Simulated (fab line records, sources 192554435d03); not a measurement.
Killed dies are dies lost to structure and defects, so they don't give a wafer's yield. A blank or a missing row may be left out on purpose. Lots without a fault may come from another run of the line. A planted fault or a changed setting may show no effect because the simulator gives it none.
A struck lot beside a sound one | flow n5_finfet | 39 steps out of a route of 1938
Sound: wafers L402.1, L402.2, L402.5. Struck: wafers L415.2, L415.4, L415.6. The cause comes at the end.
At each step with rows: each side's tool, then ch and its chambers, then its first start. Under that, the readings that differ: sound wafers | struck wafers | difference of the means | sigmas: that difference in standard deviations of wafers without a fault.
alike: readings whose means differ by less than 2 such deviations, and words and numbers that are the same on both sides. not compared: withheld readings, readings that some wafer has no value for, bounds like >300 that may hide the same value, and numbers for which the record gives no deviation and whose values overlap.
The two part at a step that has a row with sigmas, a row that says differs or no value, or rows on one side only. Numbers that don't overlap but have no deviation are shown without sigmas and don't part them. A reading that every wafer of one side lacks parts them only if that side has two wafers or more.

first, 8 steps without rows for these wafers: N5_MOL_CONTACT_COAG_SRD_139 (time 30 s); N5_MOL_CONTACT_COAG_PRE_CLEAN_121; N5_MOL_CONTACT_COAG_CVD_140 (deposits W, target thk 66.5 nm, time 215 s); N5_MOL_CONTACT_COAG_PRECLEAN_127 (cleans in DIW, time 57.5 s); N5_MOL_CONTACT_COAG_SRD_128 (dry time 32 s); N5_MOL_CONTACT_COAG_CMP_52 (polishes, stops on SiO2, t overpolish 1.5 s, target thk 66.5 nm); N5_MOL_CONTACT_COAG_ANNEAL_112 (time 1800 s); N5_BEOL_M0_SAQP_PECVD_00 (deposits SiCN from 3MS/NH3, target thk 8 nm, time 14 s).
N5_BEOL_M0_SAQP_ILD_DEP_01: deposits SiOC from DEMS/O2, target thk 45.419 nm, time 8.7 s.
  sound on pecvd-04 ch 1,2, day 6 04:08; struck on pecvd-04 ch 1,2, day 9 11:48
  alike: heater_power_w, showerhead_plenum_p_Torr, susceptor_temp_C, throttle_valve_pct
then, 14 steps without rows for these wafers: N5_BEOL_M0_SAQP_HM_DEP_02 (deposits TiN, target thk 12 nm); N5_BEOL_M0_SAQP_PECVD_03 (deposits SiCN from 3MS/NH3, target thk 12 nm, time 21.1 s); N5_BEOL_M0_SAQP_PECVD_96 (deposits a-Si from SiH4/He, target thk 45 nm, time 45.2 s); N5_BEOL_M0_SAQP_PECVD_97 (deposits SiNx from SiH4/NH3/N2, target thk 23 nm, time 19.9 s); N5_BEOL_M0_SAQP_PECVD_04 (deposits a-Si from SiH4/He, target thk 60 nm, time 60.2 s); N5_BEOL_M0_SAQP_HM_DEP_111 (deposits SiO2 from SiH4/N2O, target thk 12 nm, time 7.2 s); N5_BEOL_M0_SAQP_COAT_81 (time 60 s, resist thk 100 nm); N5_BEOL_M0_SAQP_COAT_82 (time 60 s, resist thk 30 nm); N5_BEOL_M0_SAQP_COAT_08 (resist thk 90 nm); N5_BEOL_M0_SAQP_EBR_10; N5_BEOL_M0_SAQP_SOFTBAKE_09 (time 60 s); N5_BEOL_M0_SAQP_EXPOSE_11 (exposes mask M0 CORE, target cd 42 nm); N5_BEOL_M0_SAQP_PEB_12 (peb time 60 s); N5_BEOL_M0_SAQP_DEVELOP_13 (develop time 30 s).
N5_BEOL_M0_SAQP_INSPECT_16: inspects for defects (brightfield).
  sound on defect_inspect-02, day 6 05:36; struck on defect_inspect-02, day 9 13:43
  reading          | sound       | struck         | difference | sigmas
  raw_defect_count | 326 380 223 | 1541 1564 1611 | +1262      | +8
then, 11 steps without rows for these wafers: N5_BEOL_M0_SAQP_DESCUM_19 (chemistry O2, time 7.9 s); N5_BEOL_M0_SAQP_ETCH_83 (etches SiARC in CF4, target depth 39 nm, time 65 s); N5_BEOL_M0_SAQP_ETCH_84 (etches SOC in N2/H2, target depth 100 nm, overetch 20 nm, time 150 s); N5_BEOL_M0_SAQP_STRIP_80 (strips in N2/H2); N5_BEOL_M0_SAQP_HM_OPEN_112 (chemistry CHF3/O2, target SiO2, stops on a-Si, target depth 12 nm, time 13.5 s); N5_BEOL_M0_SAQP_STRIP_113 (strips in CHF3/O2); N5_BEOL_M0_SAQP_MANDREL_ETCH_20 (etches a-Si in HBr/Cl2, stops on SiNx, target depth 60 nm, bt time 10 s, time 30 s); N5_BEOL_M0_SAQP_STRIP_86 (strips in N2/H2); N5_BEOL_M0_SAQP_STRIP_115 (strips in post etch residue remover, time 60 s); N5_BEOL_M0_SAQP_SRD_93 (time 30 s); N5_BEOL_M0_SAQP_RECESS_114 (chemistry HF/NH3, target SiO2, target depth 14.4 nm, afs cycles 3, sublimation time 60 s).
N5_BEOL_M0_SAQP_INSPECT_42: inspects for defects (brightfield).
  sound on defect_inspect-01, day 6 09:33; struck on defect_inspect-01, day 9 20:48
  reading          | sound       | struck         | difference | sigmas
  raw_defect_count | 231 313 175 | 1503 1443 1510 | +1246      | +15
N5_BEOL_M0_CUTY_INSPECT_59: inspects for defects (macro).
  sound on defect_inspect-02, day 6 11:53; struck on defect_inspect-01, day 9 22:05
  reading          | sound | struck         | difference | sigmas
  raw_defect_count | 3 3 1 | >300 >300 >300 | differs    |
-- the record jumps here: 4 days lie between the struck wafers' starts before and after (it left off in module BEOL_M0_CUTY and takes up again in module BEOL_M4, whose first step shown is number 1111 of the route) --
N5_BEOL_M4_RC_MEAS_101:
  sound on prober-02 ch 0, day 8 16:40; struck on prober-02 ch 0, day 13 15:07
  reading   | sound          | struck         | difference | sigmas
  VT_P (mV) | -256 -257 -253 | -247 -251 -249 | +6         | +2
  alike: DIBL_N, DIBL_P, IOFF_N, IOFF_P, ION_N, ION_P, SS_N, SS_P, VT_N
-- the record jumps here: 4 days lie between the struck wafers' starts before and after (it left off in module BEOL_M4 and takes up again in module PASSIVATION, whose first step shown is number 1936 of the route) --
N5_PASSIVATION_PROBE_49:
  the record has rows for the struck wafers here (prober-01, day 18 01:53) and none for the sound ones

WHERE THEY PART
First at N5_BEOL_M0_SAQP_INSPECT_16; last, within this record, at N5_PASSIVATION_PROBE_49.

WHY: what the simulator had put in
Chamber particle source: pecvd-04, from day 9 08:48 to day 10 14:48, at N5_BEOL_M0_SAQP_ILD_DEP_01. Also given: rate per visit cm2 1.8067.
